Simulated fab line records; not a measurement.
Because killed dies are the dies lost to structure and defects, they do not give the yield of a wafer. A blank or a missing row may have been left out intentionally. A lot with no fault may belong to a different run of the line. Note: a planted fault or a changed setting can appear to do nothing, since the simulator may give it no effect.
Split-lot experiment :: flow n5-finfet :: 7 lots, 39 wafers read, on a route of 1938 steps

== ON THE SPLIT ==
At N5_BEOL_M0_DEP_125 (deposits SiCN from 3MS/NH3, target thk 8 nm, time 14 s), the setting time-s was moved away from the recipe's 14 s on 15 of the 39 wafers read, by -45.4% to +25.4%. All remaining wafers had this setting at the recipe value.

Reading taken at the split's own step.

== THE READING ==
SiCN_of_BEOL_M0_DEP_125.thk-nm (the simulator's own value, which no gauge read), in nm, at N5_BEOL_M0_DEP_125 (deposits SiCN from 3MS/NH3, target thk 8 nm, time 14 s). There is no usual value for it anywhere in the file. The 24 wafers here that ran the recipe average 8.0 nm, standard deviation 0.11 nm.

wafer: L075.1
tool, chamber at the split: pecvd-03, 2,1
time-s as run, s: 7.651
against the recipe: -45.4%
SiCN_of_BEOL_M0_DEP_125.thk-nm, nm: 4.4
against lot-mates on the recipe: -3.6

wafer: L075.3
tool, chamber at the split: pecvd-03, 2,1
time-s as run, s: 7.651
against the recipe: -45.4%
SiCN_of_BEOL_M0_DEP_125.thk-nm, nm: 4.4
against lot-mates on the recipe: -3.6

wafer: L075.2
tool, chamber at the split: pecvd-03, 0,2,0
time-s as run, s: 14
against the recipe: recipe
SiCN_of_BEOL_M0_DEP_125.thk-nm, nm: 8
against lot-mates on the recipe: -

wafer: L075.5
tool, chamber at the split: pecvd-03, 0,2,0
time-s as run, s: 14
against the recipe: recipe
SiCN_of_BEOL_M0_DEP_125.thk-nm, nm: 8
against lot-mates on the recipe: -

wafer: L075.6
tool, chamber at the split: pecvd-03, 0,2,0
time-s as run, s: 14
against the recipe: recipe
SiCN_of_BEOL_M0_DEP_125.thk-nm, nm: 8
against lot-mates on the recipe: -

wafer: L075.4
tool, chamber at the split: pecvd-03, 1
time-s as run, s: 7.651
against the recipe: -45.4%
SiCN_of_BEOL_M0_DEP_125.thk-nm, nm: 4.6
against lot-mates on the recipe: -3.4

wafer: L079.1
tool, chamber at the split: pecvd-01, 1
time-s as run, s: 10.26
against the recipe: -26.7%
SiCN_of_BEOL_M0_DEP_125.thk-nm, nm: 5.8
against lot-mates on the recipe: -2.3

wafer: L079.2
tool, chamber at the split: pecvd-01, 2
time-s as run, s: 14
against the recipe: recipe
SiCN_of_BEOL_M0_DEP_125.thk-nm, nm: 8.2
against lot-mates on the recipe: -

wafer: L079.4
tool, chamber at the split: pecvd-01, 2
time-s as run, s: 14
against the recipe: recipe
SiCN_of_BEOL_M0_DEP_125.thk-nm, nm: 8.2
against lot-mates on the recipe: -

wafer: L079.3
tool, chamber at the split: pecvd-01, 0
time-s as run, s: 10.26
against the recipe: -26.7%
SiCN_of_BEOL_M0_DEP_125.thk-nm, nm: 6.2
against lot-mates on the recipe: -1.9

wafer: L079.5
tool, chamber at the split: pecvd-01, 1
time-s as run, s: 10.26
against the recipe: -26.7%
SiCN_of_BEOL_M0_DEP_125.thk-nm, nm: 6
against lot-mates on the recipe: -2.1

wafer: L079.6
tool, chamber at the split: pecvd-01, 0
time-s as run, s: 14
against the recipe: recipe
SiCN_of_BEOL_M0_DEP_125.thk-nm, nm: 8
against lot-mates on the recipe: -

wafer: L082.1
tool, chamber at the split: pecvd-03, 2,1,0
time-s as run, s: 14
against the recipe: recipe
SiCN_of_BEOL_M0_DEP_125.thk-nm, nm: 8
against lot-mates on the recipe: -

wafer: L082.2
tool, chamber at the split: pecvd-03, 2,1,0
time-s as run, s: 14
against the recipe: recipe
SiCN_of_BEOL_M0_DEP_125.thk-nm, nm: 8
against lot-mates on the recipe: -

wafer: L082.3
tool, chamber at the split: pecvd-03, 2,1,0
time-s as run, s: 14
against the recipe: recipe
SiCN_of_BEOL_M0_DEP_125.thk-nm, nm: 8
against lot-mates on the recipe: -

wafer: L082.4
tool, chamber at the split: pecvd-03, 0,2,1
time-s as run, s: 14
against the recipe: recipe
SiCN_of_BEOL_M0_DEP_125.thk-nm, nm: 8.2
against lot-mates on the recipe: -

wafer: L082.5
tool, chamber at the split: pecvd-03, 0,2,1
time-s as run, s: 14
against the recipe: recipe
SiCN_of_BEOL_M0_DEP_125.thk-nm, nm: 8.2
against lot-mates on the recipe: -

wafer: L082.6
tool, chamber at the split: pecvd-03, 0,2,1
time-s as run, s: 14
against the recipe: recipe
SiCN_of_BEOL_M0_DEP_125.thk-nm, nm: 8.2
against lot-mates on the recipe: -

wafer: L087.1
tool, chamber at the split: pecvd-03, 0,1
time-s as run, s: 9.357
against the recipe: -33.2%
SiCN_of_BEOL_M0_DEP_125.thk-nm, nm: 5.4
against lot-mates on the recipe: -2.6

wafer: L087.6
tool, chamber at the split: pecvd-03, 0,1
time-s as run, s: 9.357
against the recipe: -33.2%
SiCN_of_BEOL_M0_DEP_125.thk-nm, nm: 5.4
against lot-mates on the recipe: -2.6

wafer: L087.2
tool, chamber at the split: pecvd-03, 1,0,0
time-s as run, s: 14
against the recipe: recipe
SiCN_of_BEOL_M0_DEP_125.thk-nm, nm: 8
against lot-mates on the recipe: -

wafer: L087.4
tool, chamber at the split: pecvd-03, 1,0,0
time-s as run, s: 14
against the recipe: recipe
SiCN_of_BEOL_M0_DEP_125.thk-nm, nm: 8
against lot-mates on the recipe: -

wafer: L087.5
tool, chamber at the split: pecvd-03, 1,0,0
time-s as run, s: 14
against the recipe: recipe
SiCN_of_BEOL_M0_DEP_125.thk-nm, nm: 8
against lot-mates on the recipe: -

wafer: L087.3
tool, chamber at the split: pecvd-03, 1
time-s as run, s: 9.357
against the recipe: -33.2%
SiCN_of_BEOL_M0_DEP_125.thk-nm, nm: 5.2
against lot-mates on the recipe: -2.8

wafer: L094.1
tool, chamber at the split: pecvd-03, 2,0
time-s as run, s: 14
against the recipe: recipe
SiCN_of_BEOL_M0_DEP_125.thk-nm, nm: 7.8
against lot-mates on the recipe: -

wafer: L094.3
tool, chamber at the split: pecvd-03, 2,0
time-s as run, s: 14
against the recipe: recipe
SiCN_of_BEOL_M0_DEP_125.thk-nm, nm: 7.8
against lot-mates on the recipe: -

wafer: L094.6
tool, chamber at the split: pecvd-03, 0
time-s as run, s: 14
against the recipe: recipe
SiCN_of_BEOL_M0_DEP_125.thk-nm, nm: 8
against lot-mates on the recipe: -

wafer: L095.1
tool, chamber at the split: pecvd-01, 1
time-s as run, s: 14
against the recipe: recipe
SiCN_of_BEOL_M0_DEP_125.thk-nm, nm: 8
against lot-mates on the recipe: -

wafer: L095.3
tool, chamber at the split: pecvd-01, 1
time-s as run, s: 14
against the recipe: recipe
SiCN_of_BEOL_M0_DEP_125.thk-nm, nm: 8
against lot-mates on the recipe: -

wafer: L095.5
tool, chamber at the split: pecvd-01, 1
time-s as run, s: 14
against the recipe: recipe
SiCN_of_BEOL_M0_DEP_125.thk-nm, nm: 8
against lot-mates on the recipe: -

wafer: L095.2
tool, chamber at the split: pecvd-01, 0
time-s as run, s: 10.75
against the recipe: -23.2%
SiCN_of_BEOL_M0_DEP_125.thk-nm, nm: 6.2
against lot-mates on the recipe: -1.8

wafer: L095.4
tool, chamber at the split: pecvd-01, 0
time-s as run, s: 10.75
against the recipe: -23.2%
SiCN_of_BEOL_M0_DEP_125.thk-nm, nm: 6.2
against lot-mates on the recipe: -1.8

wafer: L095.6
tool, chamber at the split: pecvd-01, 0
time-s as run, s: 10.75
against the recipe: -23.2%
SiCN_of_BEOL_M0_DEP_125.thk-nm, nm: 6.4
against lot-mates on the recipe: -1.6

wafer: L096.1
tool, chamber at the split: pecvd-01, 2,0,2
time-s as run, s: 14
against the recipe: recipe
SiCN_of_BEOL_M0_DEP_125.thk-nm, nm: 8
against lot-mates on the recipe: -

wafer: L096.4
tool, chamber at the split: pecvd-01, 2,0,2
time-s as run, s: 14
against the recipe: recipe
SiCN_of_BEOL_M0_DEP_125.thk-nm, nm: 8
against lot-mates on the recipe: -

wafer: L096.5
tool, chamber at the split: pecvd-01, 2,0,2
time-s as run, s: 14
against the recipe: recipe
SiCN_of_BEOL_M0_DEP_125.thk-nm, nm: 8
against lot-mates on the recipe: -

wafer: L096.2
tool, chamber at the split: pecvd-01, 0
time-s as run, s: 17.55
against the recipe: +25.4%
SiCN_of_BEOL_M0_DEP_125.thk-nm, nm: 10
against lot-mates on the recipe: +2.0

wafer: L096.3
tool, chamber at the split: pecvd-01, 1
time-s as run, s: 17.55
against the recipe: +25.4%
SiCN_of_BEOL_M0_DEP_125.thk-nm, nm: 9.8
against lot-mates on the recipe: +1.8

wafer: L096.6
tool, chamber at the split: pecvd-01, 1
time-s as run, s: 17.55
against the recipe: +25.4%
SiCN_of_BEOL_M0_DEP_125.thk-nm, nm: 9.8
against lot-mates on the recipe: +1.8
If several chambers appear in one row, that row covers several wafers at once and the file leaves open which wafer was in which chamber.

FIT RESULTS
A straight line over all 39 wafers: SiCN_of_BEOL_M0_DEP_125.thk-nm changes by +0.0773 nm for each +1% of time-s; r = +1.00; the points scatter about the line by 0.12 nm.
The same after taking each lot's own level away (the mean of its wafers on the recipe; 39 wafers): +0.0775 nm for each +1%; r = +1.00; scatter 0.1 nm.
Per that fit: largest time-s move, reading shift of 3.5 nm.
Measured against the standard deviation above, the lots' own levels, which go from 7.87 to 8.13 nm, span 2.5 times it.
The two slopes are in agreement: the lot-to-lot level therefore moves the slope only a little.
Check: -3.52 nm against its lot-mates is what the line predicts for one of the wafers moved furthest among these (-45.4%) when that wafer is left out of the fit. It came out at -3.6 nm against them.

== OTHER SPLITS APPLIED TO THESE WAFERS ==
These wafers also went through other splits before the reading. Each is held against what the fit with the lots' levels taken away leaves over:
other split on the same wafers: N5_ZERO_LAYER_PECVD_02 time-s
wafers away from the commonest value: 18
r with SiCN_of_BEOL_M0_DEP_125.thk-nm (lot level and that fit taken away): +0.14

other split on the same wafers: N5_DUMMY_GATE_HM_DEP_06 time-s
wafers away from the commonest value: 33
r with SiCN_of_BEOL_M0_DEP_125.thk-nm (lot level and that fit taken away): -0.10

other split on the same wafers: N5_HKMG_FIN_ALD_75 target-thk-a
wafers away from the commonest value: 12
r with SiCN_of_BEOL_M0_DEP_125.thk-nm (lot level and that fit taken away): +0.11

other split on the same wafers: N5_HKMG_FIN_ALD_72 ald-cycles
wafers away from the commonest value: 15
r with SiCN_of_BEOL_M0_DEP_125.thk-nm (lot level and that fit taken away): -0.13

other split on the same wafers: N5_BEOL_M0_SAQP_PECVD_00 time-s
wafers away from the commonest value: 15
r with SiCN_of_BEOL_M0_DEP_125.thk-nm (lot level and that fit taken away): +0.04

== THE FILE'S OWN FIT ==
SiCN_of_BEOL_M0_DEP_125.thk-nm changes by +0.0778 nm for each +1% of time-s, r = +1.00.
